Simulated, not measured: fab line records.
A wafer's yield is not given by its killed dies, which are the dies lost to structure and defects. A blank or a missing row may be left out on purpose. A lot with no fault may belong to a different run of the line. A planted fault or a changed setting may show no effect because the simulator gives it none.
Which tool is to blame? | flow n5 finfet | 26 wafers from 9 lots sampled at 6 of the route's 1938 steps

== WHAT THE GAUGES READ, wafer by wafer ==
N5_BEOL_M13_CD_MEAS_17: target cd 190 nm.
lot  | measured     | on        | cd nm (nm)
L658 | day 12 06:42 | cd sem-01 | 190.9 189.3 192.8
L659 | day 12 07:13 | cd sem-01 | 191.1 193.1 189.1
L660 | day 12 23:41 | cd sem-03 | 191.5 193.5 191.6
L662 | day 13 06:55 | cd sem-03 | 189.0 192.7 190.7
L663 | day 13 15:23 | cd sem-02 | 189.2 189.7 189.4
L666 | day 15 05:42 | cd sem-03 | 190.7 191.7 190.2
L674 | day 17 02:13 | cd sem-03 | 196.1 200.7 197.2
L675 | day 18 02:56 | cd sem-01 | 203.5 201.2 201.8
L677 | day 18 03:37 | cd sem-01 | 190.3 188.4

== WHAT TOOL EACH LOT RAN ON (gives the tool, then ch and the chambers of the sampled wafers, and finally the start) ==
lot  | N5_BEOL_M12_TRENCH_ETCH_34         | N5_BEOL_M12_STRIP_37                 | N5_BEOL_M12_SPUTTER_44       | N5_BEOL_M13_ETCH_59                | N5_BEOL_M13_STRIP_63
L658 | rie diel-06 ch 1,2,3, day 12 03:37 | plasma asher-01 ch 0,1, day 12 03:49 | pvd sputter-01, day 12 04:23 | rie diel-01 ch 0,1,3, day 12 06:13 | plasma asher-02 ch 0,1, day 12 06:30
L659 | rie diel-05 ch 1,2,3, day 12 04:15 | plasma asher-01 ch 0,1, day 12 04:28 | pvd sputter-03, day 12 05:01 | rie diel-03 ch 1,3, day 12 06:43   | plasma asher-02 ch 0,1, day 12 07:01
L660 | rie diel-04 ch 0,1, day 12 20:06   | plasma asher-01 ch 0,1, day 12 20:19 | pvd sputter-02, day 12 21:22 | rie diel-03 ch 2,3, day 12 23:11   | plasma asher-01 ch 0,1, day 12 23:30
L662 | rie diel-05 ch 0,2, day 12 22:13   | plasma asher-02 ch 0,1, day 12 22:24 | pvd sputter-02, day 13 04:35 | rie diel-01 ch 0,1,3, day 13 06:25 | plasma asher-02 ch 0,1, day 13 06:42
L663 | rie diel-06 ch 0,1,2, day 13 06:16 | plasma asher-02 ch 0,1, day 13 06:29 | pvd sputter-02, day 13 13:11 | rie diel-02 ch 0,1,2, day 13 14:53 | plasma asher-02 ch 0,1, day 13 15:12
L666 | rie diel-05 ch 0,3, day 15 01:56   | plasma asher-02 ch 0,1, day 15 02:09 | pvd sputter-03, day 15 02:36 | rie diel-03 ch 0,2, day 15 05:12   | plasma asher-02 ch 0,1, day 15 05:31
L674 | rie diel-05 ch 1,2,3, day 16 23:10 | plasma asher-01 ch 0,1, day 16 23:22 | pvd sputter-03, day 16 23:54 | rie diel-03 ch 0,1,2, day 17 01:43 | plasma asher-02 ch 1, day 17 02:01
L675 | rie diel-04 ch 2,3, day 17 21:05   | plasma asher-02 ch 0,1, day 17 21:17 | pvd sputter-02, day 18 00:20 | rie diel-03 ch 0,1,2, day 18 02:27 | plasma asher-02 ch 0,1, day 18 02:44
L677 | rie diel-05 ch 0,1, day 17 22:34   | plasma asher-02 ch 0, day 17 22:46   | pvd sputter-01, day 18 01:08 | rie diel-02 ch 1,2, day 18 03:07   | plasma asher-01 ch 0,1, day 18 03:24
- N5_BEOL_M12_TRENCH_ETCH_34: etches SiOC in C4F8/O2/Ar, target depth 318.95 nm, time 125.5 s.
- N5_BEOL_M12_STRIP_37: strips in N2/H2.
- N5_BEOL_M12_SPUTTER_44: material Ta, target thk 10 nm, time 16.13 s.
- N5_BEOL_M13_ETCH_59: etches BARC in N2/H2, target depth 89 nm, overetch 26.7 nm, time 67.9 s.
- N5_BEOL_M13_STRIP_63: strips in N2/H2.

== WHAT THE TOOLS THEMSELVES READ (means of the sampled wafers that have a number; where no wafer has one, the mark that the record gives instead) ==
N5_BEOL_M12_TRENCH_ETCH_34.
lot  | tool        | drypump motor current A (A) | oes product au (a.u.) | rf vpp V (V) | showerhead plenum p Torr (Torr) | throttle valve pct (%)
L658 | rie diel-06 | 5.6                         | 0.83                  | 665          | 3.39                            | 24.04
L659 | rie diel-05 | 5.3                         | 0.92                  | 669          | 3.51                            | 24.05
L660 | rie diel-04 | 5.6                         | 0.73                  | 667          | 3.48                            | 23.96
L662 | rie diel-05 | 5.6                         | 0.82                  | 667          | 3.48                            | 23.89
L663 | rie diel-06 | 5.5                         | 0.85                  | 665          | 3.41                            | 24.04
L666 | rie diel-05 | 6.1                         | 0.76                  | 663          | 3.32                            | 24.18
L674 | rie diel-05 | 5.3                         | 0.84                  | 669          | 3.50                            | 24.10
L675 | rie diel-04 | 5.8                         | 0.71                  | 663          | 3.30                            | 24.45
L677 | rie diel-05 | 5.8                         | 0.76                  | 662          | 3.36                            | 24.38

N5_BEOL_M12_STRIP_37.
lot  | tool            | drypump motor current A (A) | heater power w (W) | oes product au (a.u.)
L658 | plasma asher-01 | 6.11                        | 364                | 0.795
L659 | plasma asher-01 | 6.11                        | 359                | 0.801
L660 | plasma asher-01 | 6.12                        | 360                | 0.786
L662 | plasma asher-02 | 6.36                        | 359                | 0.796
L663 | plasma asher-02 | 6.17                        | 328                | 0.789
L666 | plasma asher-02 | 6.18                        | 333                | 0.790
L674 | plasma asher-01 | 6.11                        | 356                | 0.791
L675 | plasma asher-02 | 6.35                        | 362                | 0.781
L677 | plasma asher-02 | 5.99                        | 304                | 0.800

N5_BEOL_M12_SPUTTER_44.
lot  | tool           | substrate temp c (C) | throttle valve pct (%)
L658 | pvd sputter-01 | 49.91                | 31.1
L659 | pvd sputter-03 | 50.02                | 30.0
L660 | pvd sputter-02 | 49.96                | 29.1
L662 | pvd sputter-02 | 50.08                | 28.9
L663 | pvd sputter-02 | 49.97                | 29.1
L666 | pvd sputter-03 | 50.06                | 32.0
L674 | pvd sputter-03 | 50.10                | 31.0
L675 | pvd sputter-02 | 49.97                | 29.0
L677 | pvd sputter-01 | 50.08                | 30.8

N5_BEOL_M13_ETCH_59.
lot  | tool        | drypump motor current A (A) | oes product au (a.u.) | rf vpp V (V) | showerhead plenum p Torr (Torr) | throttle valve pct (%)
L658 | rie diel-01 | 5.9                         | 0.72                  | 525.3        | 2.57                            | 17.47
L659 | rie diel-03 | 6.5                         | 0.68                  | 524.8        | 2.59                            | 17.85
L660 | rie diel-03 | 6.1                         | 0.65                  | 523.7        | 2.55                            | 17.75
L662 | rie diel-01 | 5.9                         | 0.71                  | 524.3        | 2.57                            | 17.47
L663 | rie diel-02 | 5.7                         | 0.70                  | 521.1        | 2.45                            | 17.92
L666 | rie diel-03 | 5.5                         | 0.61                  | 523.4        | 2.53                            | 17.80
L674 | rie diel-03 | 5.6                         | 0.60                  | 524.8        | 2.55                            | 18.01
L675 | rie diel-03 | 5.6                         | 0.59                  | 524.4        | 2.55                            | 18.03
L677 | rie diel-02 | 5.8                         | 0.76                  | 525.2        | 2.58                            | 17.84

N5_BEOL_M13_STRIP_63.
lot  | tool            | drypump motor current A (A) | heater power w (W) | oes product au (a.u.) | strip time to endpoint s (s)
L658 | plasma asher-02 | 6.17                        | 332                | 0.669                 | 26.6
L659 | plasma asher-02 | 6.17                        | 327                | 0.677                 | 27.1
L660 | plasma asher-01 | 6.12                        | 362                | 0.670                 | 26.7
L662 | plasma asher-02 | 6.36                        | 364                | 0.671                 | 27.5
L663 | plasma asher-02 | 6.15                        | 334                | 0.671                 | 27.5
L666 | plasma asher-02 | 6.17                        | 328                | 0.672                 | 27.2
L674 | plasma asher-02 | 6.55                        | 393                | 0.607                 | 13.1
L675 | plasma asher-02 | 6.36                        | 362                | 0.607                 | 12.8
L677 | plasma asher-01 | 6.13                        | 355                | 0.678                 | 28.0

== THE ANSWER, worked out from the rows above alone ==
Rule: what is usual is taken from the lots themselves. The widest of any qualifying gaps counts: lots, ordered by their means at a reading, are off when they make up no more than a third of the lots, leave a main group of 4 or more, and stand apart from it by 3 or more times the standard deviation of that group's means. A main group is skipped when, at the precision printed for the reading in the tables above, its means are all equal. A lot without any number at a reading at which 4 lots or more have one is off too. Any other lot the step has rows for is counted as sound. First the gauges in route order, then the tools' own readings, where a lot's mean is used as printed above. The first step at which some lot is off is used, and at that step the reading that is off furthest; a lot without a number counts as furthest.
Off: L674, L675, at N5_BEOL_M13_CD_MEAS_17 (cd nm). For the main group the mean is 190.7 nm and the standard deviation 0.92.
A tool fits if, at a process step before that reading, it ran every lot that is off, and no sound lot after the first of them. Not tried: the gauges at N5_BEOL_M13_CD_MEAS_17; whatever is off there is also off at N5_BEOL_M13_STRIP_63, on other tools, and gauge error can't account for it. Can't be told from this: 2 tools fit, rie diel-03 at N5_BEOL_M13_ETCH_59, plasma asher-02 at N5_BEOL_M13_STRIP_63.

== WHAT WAS PUT IN BY THE SIMULATOR ==
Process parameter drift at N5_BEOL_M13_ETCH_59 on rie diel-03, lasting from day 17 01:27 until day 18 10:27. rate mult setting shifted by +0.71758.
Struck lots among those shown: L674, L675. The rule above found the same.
